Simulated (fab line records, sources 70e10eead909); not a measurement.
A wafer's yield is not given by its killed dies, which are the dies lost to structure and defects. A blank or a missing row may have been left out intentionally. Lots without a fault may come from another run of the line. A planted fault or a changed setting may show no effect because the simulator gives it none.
fab line records	flow nand_harc
record: lots: 11	wafers: 33	last_day: 24
route steps=1159 shown A_CHANNEL_HOLE_D1@473 A_CHANNEL_FILL_D1@492 END@1158
lots untouched by any fault: they come from a run of this same line in which no faults occurred
start_h: hours from the record's opening day to when the first of the lot's shown wafers began	wait_h: hours from the lot's prior step to this one	" same as the row above	L1.1+2: several wafers, shown together as one row	- no value present, or no start provided	* or withheld: withheld	< > ~ a bound
route shown NAME@n: names a module that has steps shown in the file, with the first one's number in the route	usual: average and standard deviation across the fault-free wafers	same: alike in all rows	chamber/n: place in a boat	sites: the reading at each site	_std_site: standard deviation across them	_edge_site: the outer-site mean with the inner-site mean subtracted	radius_mm: for every site, how far away it sits from the centre of the wafer	mask NAME#n: copy n	behind: the most recent tool/chamber to have shaped the wafer	hold: why the lot went on hold/how many hours it stayed there/how the hold came to an end	device: the transistor (n, p or np) that didn't switch	end of line: tests of these same wafers at the route's end	where a step has no rows: the recipe by itself	killed: at the first sort, the dies lost to defects and structure; wafer yield is something else	map: a wafer's dies, x killed, . not, _ none there
set.NAME: the setting the step ran with; set.NAME@STEP: the setting that earlier step ran with	model.NAME: the simulator's own value behind a step, which no gauge read
a sample of lots followed through the steps of the route, with each step as a table and each wafer as a row
services: the hour from which a tool's chamber was out of use, counted from the record's first day as start_h (under 0 if before that day), plus the number of hours and why
== steps ==
step: NHARC_A_CHANNEL_HOLE_D1_ETCH_21
recipe: bias_v: 3000	source_w: withheld	pressure_mtorr: 20	time_s: 514.3	ar_flow_sccm: 375	c4f8_flow_sccm: 89.3	o2_flow_sccm: 35.7	temp_c: -20	target_depth_a: 16000	chemistry: C4F8/O2/Ar
usual: drypump_motor_current_A: 5.9/0.37	showerhead_plenum_p_Torr: 3.68/0.15	throttle_valve_pct: 32.156/0.01
same: time_s: 514.3
lot.wafer	tool	chamber	start_h	wait_h	drypump_motor_current_A	rf_hours_counter_h	showerhead_plenum_p_Torr	throttle_valve_pct
L473.1	har_etch-01	0	175.20	0.3	5.7	190	3.82	32.142
L473.5	"	1	"	"	6.5	-	3.56	32.155
L473.6	"	0	"	"	5.8	-	3.82	32.157
L475.4	har_etch-01	0	190.32	0.3	5.7	-	3.82	32.155
L475.5	"	1	"	"	6.6	-	3.56	32.180
L475.6	"	0	"	"	5.7	-	3.82	32.159
L478.1	har_etch-02	0	207.69	0.3	5.9	114	3.53	32.154
L478.2	"	1	"	"	5.6	114	3.87	32.150
L478.6	"	0	"	"	5.9	-	3.53	32.152
L479.1	har_etch-01	1	221.75	0.3	6.5	210	3.55	32.135
L479.3	"	1	"	"	6.6	-	3.55	32.151
L479.5	"	0	"	"	5.7	-	3.81	32.169
L480.2	har_etch-01	1	225.90	0.3	6.5	214	3.55	32.163
L480.3	"	1	"	"	6.5	-	3.55	32.144
L480.6	"	1	"	"	6.6	-	3.55	32.158
L481.1	har_etch-02	0	226.16	0.3	5.9	125	3.52	32.154
L481.4	"	0	"	"	5.9	-	3.52	32.167
L481.6	"	0	"	"	5.9	-	3.52	32.168
L489.1	har_etch-02	1	269.66	0.3	5.6	141	3.85	32.140
L489.3	"	0	"	"	5.9	-	3.52	32.165
L489.6	"	1	"	"	5.6	-	3.85	32.156
L490.4	har_etch-02	0	273.91	0.3	5.9	-	3.51	32.162
L490.5	"	0	"	"	5.9	-	3.51	32.164
L490.6	"	1	"	"	5.6	-	3.85	32.170
L492.2	har_etch-01	0	286.15	0.3	5.7	241	3.79	32.162
L492.4	"	1	"	"	6.5	-	3.53	32.158
L492.3	"	0	"	"	5.7	-	3.79	32.167
L493.2	har_etch-02	1	295.57	0.3	5.6	156	3.85	32.151
L493.1	"	0	"	"	5.9	156	3.51	32.166
L493.5	"	0	"	"	5.9	-	3.51	32.151
L496.3	har_etch-02	0	320.84	0.3	5.9	-	3.50	32.160
L496.4	"	1	"	"	5.6	-	3.84	32.135
L496.6	"	1	"	"	5.6	-	3.84	32.150
step: NHARC_A_CHANNEL_HOLE_D1_INSPECT_40
usual: raw_defect_count: 61/16
lot.wafer	tool	chamber	start_h	wait_h	raw_defect_count
L473.1	defect_inspect-01	-	180.39	-	59
L473.5	"	-	"	"	62
L473.6	"	-	"	"	60
L475.4	defect_inspect-01	-	195.39	-	59
L475.5	"	-	"	"	57
L475.6	"	-	"	"	66
L478.1	defect_inspect-01	-	212.98	-	49
L478.2	"	-	"	"	37
L478.6	"	-	"	"	49
L479.1	defect_inspect-02	-	226.96	-	71
L479.3	"	-	"	"	59
L479.5	"	-	"	"	81
L480.2	defect_inspect-01	-	231.14	-	53
L480.3	"	-	"	"	57
L480.6	"	-	"	"	58
L481.1	defect_inspect-01	-	231.55	-	38
L481.4	"	-	"	"	75
L481.6	"	-	"	"	79
L489.1	defect_inspect-01	-	274.89	-	59
L489.3	"	-	"	"	33
L489.6	"	-	"	"	46
L490.4	defect_inspect-02	-	279.02	-	101
L490.5	"	-	"	"	44
L490.6	"	-	"	"	72
L492.2	defect_inspect-01	-	291.53	-	58
L492.3	"	-	"	"	59
L492.4	"	-	"	"	53
L493.1	defect_inspect-02	-	300.85	-	64
L493.2	"	-	"	"	43
L493.5	"	-	"	"	41
L496.3	defect_inspect-02	-	325.99	-	48
L496.4	"	-	"	"	41
L496.6	"	-	"	"	42
step: NHARC_A_CHANNEL_FILL_D1_ALD_02
recipe: target_thk_a: 60	pulse_time_s: 10	ald_cycles: 60	temp_c: 300	material: SiO2
usual: ald_cycles: 60/0	heater_power_w: 459/40	precursor_pulse_height_rel: 0.997/0.018
lot.wafer	tool	chamber	start_h	wait_h	ald_cycles	heater_power_w	precursor_pulse_height_rel
L473.1	ald_hk-01	2	182.28	-	60	487	0.993
L473.5	"	0	"	"	60	467	1.017
L473.6	"	1	"	"	60	405	0.994
L475.4	ald_hk-04	3	196.64	-	60	375	0.979
L475.6	"	0	"	"	60	495	0.980
L475.5	"	1	"	"	60	493	1.001
L478.2	ald_hk-03	1	213.32	-	60	516	1.011
L478.1	"	2	"	"	60	448	1.005
L478.6	"	0	"	"	60	442	1.036
L479.1	ald_hk-04	2	228.06	-	31	444	1.013
L479.3	"	3	"	"	31	378	0.980
L479.5	"	2	"	"	31	443	0.987
L480.2	ald_hk-04	3	231.34	-	31	381	0.976
L480.3	"	2	"	"	31	437	1.008
L480.6	"	3	"	"	31	378	1.008
L481.1	ald_hk-03	3	231.90	-	60	465	0.982
L481.4	"	0	"	"	60	430	0.972
L481.6	"	1	"	"	60	514	1.038
L489.1	ald_hk-01	0	277.87	-	60	461	1.001
L489.3	"	2	"	"	60	519	0.993
L489.6	"	3	"	"	60	431	1.018
L490.4	ald_hk-01	1	279.43	-	60	425	0.988
L490.6	"	2	"	"	60	513	0.981
L490.5	"	3	"	"	60	422	1.036
L492.3	ald_hk-01	3	291.73	-	60	425	1.010
L492.2	"	1	"	"	60	425	0.987
L492.4	"	2	"	"	60	512	1.018
L493.1	ald_hk-01	0	301.05	-	60	465	0.971
L493.2	"	3	"	"	60	427	0.978
L493.5	"	1	"	"	60	420	1.020
L496.4	ald_hk-04	3	326.19	-	60	386	1.012
L496.3	"	0	"	"	60	511	1.002
L496.6	"	3	"	"	60	382	1.012
step: NHARC_A_CHANNEL_FILL_D1_ALD_16
recipe: target_thk_a: 15	pulse_time_s: 10	ald_cycles: 15	temp_c: 300	material: SiO2
usual: ald_cycles: 15/0	heater_power_w: 460/39	precursor_pulse_height_rel: 0.998/0.021
lot.wafer	tool	chamber	start_h	wait_h	ald_cycles	heater_power_w	precursor_pulse_height_rel
L473.1	ald_hk-03	1	193.37	1.3	15	518	1.025
L473.5	"	3	"	"	15	472	1.034
L473.6	"	0	"	"	15	422	1.013
L475.4	ald_hk-01	0	208.73	0.1	15	481	1.016
L475.6	"	2	"	"	15	493	0.988
L475.5	"	3	"	"	15	477	0.968
L478.2	ald_hk-01	3	225.56	0.1	15	478	1.026
L478.1	"	0	"	"	15	479	1.010
L478.6	"	3	"	"	15	471	0.992
L479.1	ald_hk-01	1	244.26	2.2	15	418	0.964
L479.3	"	0	"	"	15	471	1.028
L479.5	"	2	"	"	15	511	1.011
L481.1	ald_hk-01	0	244.59	2.6	15	471	0.957
L481.4	"	3	"	"	15	425	1.020
L481.6	"	0	"	"	15	448	1.017
L480.2	ald_hk-03	0	244.61	2.6	15	445	0.987
L480.3	"	2	"	"	15	456	0.972
L480.6	"	0	"	"	15	432	0.984
L490.4	ald_hk-04	1	289.98	0.0	15	483	1.017
L490.5	"	1	"	"	15	487	0.997
L490.6	"	2	"	"	15	456	1.008
L489.1	ald_hk-01	3	290.14	0.2	15	422	1.013
L489.3	"	0	"	"	15	463	0.980
L489.6	"	3	"	"	15	431	0.991
L492.2	ald_hk-04	1	303.99	0.1	15	489	0.990
L492.4	"	2	"	"	15	446	1.004
L492.3	"	3	"	"	15	381	0.986
L493.1	ald_hk-03	0	313.38	0.1	15	439	0.979
L493.2	"	1	"	"	15	524	1.007
L493.5	"	2	"	"	15	460	1.018
L496.4	ald_hk-01	3	336.39	0.0	15	426	1.003
L496.3	"	1	"	"	15	415	0.989
L496.6	"	3	"	"	15	433	1.011
step: NHARC_END_WLT_00
usual: VT_DECK1_BOTTOM: 0.867/0.008	VT_DECK1_BOTTOM_INNER: 0.868/0.0077	VT_DECK1_MEDIAN_NEAR_BOTTOM: 0.868/0.0081	VT_DECK1_MEDIAN_NEAR_BOTTOM_INNER: 0.868/0.008	VT_DECK1_MIDDLE: 0.881/0.0064	VT_DECK1_MIDDLE_INNER: 0.881/0.0066	VT_DECK1_TOP: 0.892/0.0067	VT_DECK1_TOP_INNER: 0.892/0.0072
lot.wafer	tool	chamber	start_h	wait_h	VT_DECK1_BOTTOM	VT_DECK1_BOTTOM_INNER	VT_DECK1_MEDIAN_NEAR_BOTTOM	VT_DECK1_MEDIAN_NEAR_BOTTOM_INNER	VT_DECK1_MIDDLE	VT_DECK1_MIDDLE_INNER	VT_DECK1_TOP	VT_DECK1_TOP_INNER
L473.1	prober-02	-	425.64	0.1	0.863	0.871	0.875	0.873	0.889	0.877	0.888	0.889
L473.5	"	-	427.64	2.1	0.868	0.869	0.868	0.868	0.884	0.878	0.896	0.900
L473.6	"	-	"	"	0.880	0.873	0.869	0.878	0.884	0.870	0.886	0.889
L475.4	prober-02	-	439.55	1.5	0.858	0.864	0.871	0.867	0.882	0.892	0.898	0.900
L475.5	"	-	"	"	0.864	0.866	0.871	0.870	0.888	0.877	0.898	0.897
L475.6	"	-	"	"	0.875	0.878	0.880	0.864	0.885	0.883	0.889	0.888
L478.1	prober-02	-	454.22	0.1	0.865	0.867	0.860	0.859	0.875	0.882	0.898	0.892
L478.2	"	-	"	"	0.861	0.866	0.870	0.867	0.876	0.877	0.890	0.899
L478.6	"	-	456.75	2.6	0.873	0.867	0.869	0.868	0.881	0.883	0.885	0.889
L481.1	prober-02	-	474.55	0.1	0.872	0.862	0.874	0.874	0.879	0.887	0.901	0.892
L481.4	"	-	476.04	1.5	0.867	0.862	0.859	0.863	0.883	0.878	0.893	0.898
L481.6	"	-	"	"	0.867	0.860	0.865	0.873	0.881	0.875	0.901	0.897
L480.2	prober-02	-	490.01	0.6	0.824	0.822	0.821	0.825	0.834	0.838	0.826	0.835
L480.3	"	-	"	"	0.818	0.824	0.807	0.817	0.827	0.829	0.837	0.835
L480.6	"	-	492.04	2.6	0.814	0.822	0.819	0.818	0.831	0.829	0.841	0.842
L479.1	prober-02	-	502.28	0.1	0.820	0.821	0.831	0.831	0.842	0.840	0.852	0.857
L479.3	"	-	503.28	1.1	0.827	0.829	0.825	0.839	0.839	0.839	0.851	0.844
L479.5	"	-	"	"	0.827	0.831	0.820	0.834	0.841	0.838	0.842	0.853
L490.4	prober-01	-	540.65	6.2	0.883	0.881	0.878	0.872	0.895	0.896	0.907	0.897
L490.5	"	-	"	"	0.866	0.869	0.870	0.869	0.892	0.889	0.904	0.905
L490.6	"	-	"	"	0.883	0.890	0.886	0.883	0.886	0.891	0.901	0.893
L489.1	prober-02	-	544.82	0.1	0.853	0.856	0.850	0.846	0.878	0.876	0.886	0.878
L489.3	"	-	545.82	1.1	0.856	0.860	0.850	0.855	0.871	0.873	0.881	0.883
L489.6	"	-	547.32	2.6	0.860	0.850	0.856	0.860	0.876	0.861	0.881	0.895
L492.2	prober-01	-	552.50	0.6	0.878	0.879	0.872	0.877	0.879	0.883	0.892	0.889
L492.3	"	-	"	"	0.866	0.864	0.865	0.866	0.878	0.876	0.897	0.898
L492.4	"	-	"	"	0.867	0.863	0.867	0.870	0.880	0.881	0.884	0.886
L493.1	prober-01	-	559.87	0.8	0.862	0.863	0.866	0.874	0.875	0.880	0.889	0.893
L493.2	"	-	"	"	0.872	0.868	0.871	0.865	0.876	0.884	0.895	0.894
L493.5	"	-	561.85	2.8	0.860	0.857	0.862	0.872	0.873	0.874	0.893	0.884
L496.3	prober-01	-	575.69	1.0	0.873	0.874	0.873	0.876	0.884	0.892	0.889	0.887
L496.4	"	-	"	"	0.851	0.856	0.862	0.867	0.871	0.871	0.886	0.886
L496.6	"	-	577.19	2.5	0.861	0.866	0.862	0.857	0.879	0.879	0.899	0.889
step: NHARC_END_SORT_01
recipe: temp_c: 25
usual: killed_at_array: 28/10	killed_at_other: 0.6/1.1	killed_at_periphery: 3.6/2.6	killed_dies: 32/10	killed_open: 3.3/1.8	killed_short: 1.9/1.4
same: gross_dies: 677
lot.wafer	tool	chamber	start_h	wait_h	killed_at_array	killed_at_other	killed_at_periphery	killed_dies	killed_open	killed_short
L480.2	prober-02	0	493.34	2.8	25	0	6	31	3	3
L480.3	prober-02	0	494.14	3.1	30	2	5	37	5	3
L480.6	prober-02	0	496.55	4.0	25	0	4	29	4	2
killed by level:class
L480.2 A_CHANNEL_HOLE_D1:chamber_film_flake=17 A_CONTACT:chamber_film_flake=2 P_GATE:geometric_particle:short=1 P_GATE:geometric_particle:open=1 P_M0:geometric_particle:open=1 P_M2:geometric_particle:open=1 A_CHANNEL_HOLE_D1:geometric_particle:short=1 A_CHANNEL_FILL_D1:geometric_particle:short=1
L480.3 A_CHANNEL_HOLE_D1:chamber_film_flake=12 P_M1:chamber_film_flake=3 A_CHANNEL_FILL_D1:chamber_film_flake=3 A_STAIRCASE:chamber_film_flake=2 A_WL_FILL:chamber_film_flake=2 A_CONTACT:chamber_film_flake=2 THIN_TSV:chamber_film_flake=2 A_SOURCE_PLATE:geometric_particle:open=1
L480.6 A_CHANNEL_HOLE_D1:chamber_film_flake=12 A_CONTACT:chamber_film_flake=4 P_M0:geometric_particle:open=2 P_M1:chamber_film_flake=2 A_WL_FILL:chamber_film_flake=2 A_CHANNEL_FILL_D1:geometric_particle:short=1 A_WL_FILL:geometric_particle:short=1 A_BLC:geometric_particle:open=1
== services ==
tool	chamber	start_h	hours	kind
ald_hk-03	0	154.00	-	clean
ald_hk-03	1	154.00	-	clean
ald_hk-03	2	154.00	-	clean
ald_hk-03	-	185.55	1.2	repair
ald_hk-04	-	186.09	10.0	pm
ald_hk-04	0	186.09	10.0	vent_cycle
ald_hk-04	1	186.09	10.0	vent_cycle
ald_hk-04	2	186.09	10.0	vent_cycle
ald_hk-04	3	186.09	10.0	vent_cycle
ald_hk-04	0	196.09	-	clean
ald_hk-04	1	196.09	-	clean
ald_hk-04	2	196.09	-	clean
ald_hk-04	3	196.09	-	clean
ald_hk-01	-	217.36	0.6	repair
ald_hk-03	-	224.91	1.1	repair
ald_hk-01	0	228.34	10.0	vent_cycle
ald_hk-01	1	228.34	10.0	vent_cycle
ald_hk-01	0	238.34	-	clean
ald_hk-01	1	238.34	-	clean
ald_hk-01	2	238.34	-	clean
ald_hk-01	3	238.34	-	clean
har_etch-01	-	305.00	17.0	pm
ald_hk-03	-	322.00	10.0	pm
har_etch-02	-	333.15	6.7	repair
== key ==
first_sign: step: NHARC_A_CHANNEL_FILL_D1_ALD_02	reading: ald_cycles	direction: down	sigmas: 99+	usual: 60	struck: 31
effect: step: NHARC_END_WLT_00	reading: VT_DECK1_TOP	direction: down	sigmas: 7.6	usual: 0.892	struck: 0.842
met_at NHARC_A_CHANNEL_FILL_D1_ALD_02
struck_lots L479,L480
tester_left_out L479,L480
not_acting_at NHARC_A_CHANNEL_HOLE_D1_ETCH_21,NHARC_A_CHANNEL_HOLE_D1_INSPECT_40,NHARC_A_CHANNEL_FILL_D1_ALD_16
onset_between 196.64 228.06
fault: kind: process_parameter_drift	tool: ald_hk-04	chamber: -	onset_h: 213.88	steps: NHARC_A_CHANNEL_FILL_D1_ALD_02	channel: ald_cycles	offset: -29	shape: step	end_h: 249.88	acts_in: these_recipes_only	stated: 60
tester_left_out: of these lots the tester's yield and bins aren't shown, on N5 and GAA mostly nor the transistor test; their killed dies are dies lost to structure and defects alone, not to doping, threshold or leakage, so they don't give the yield
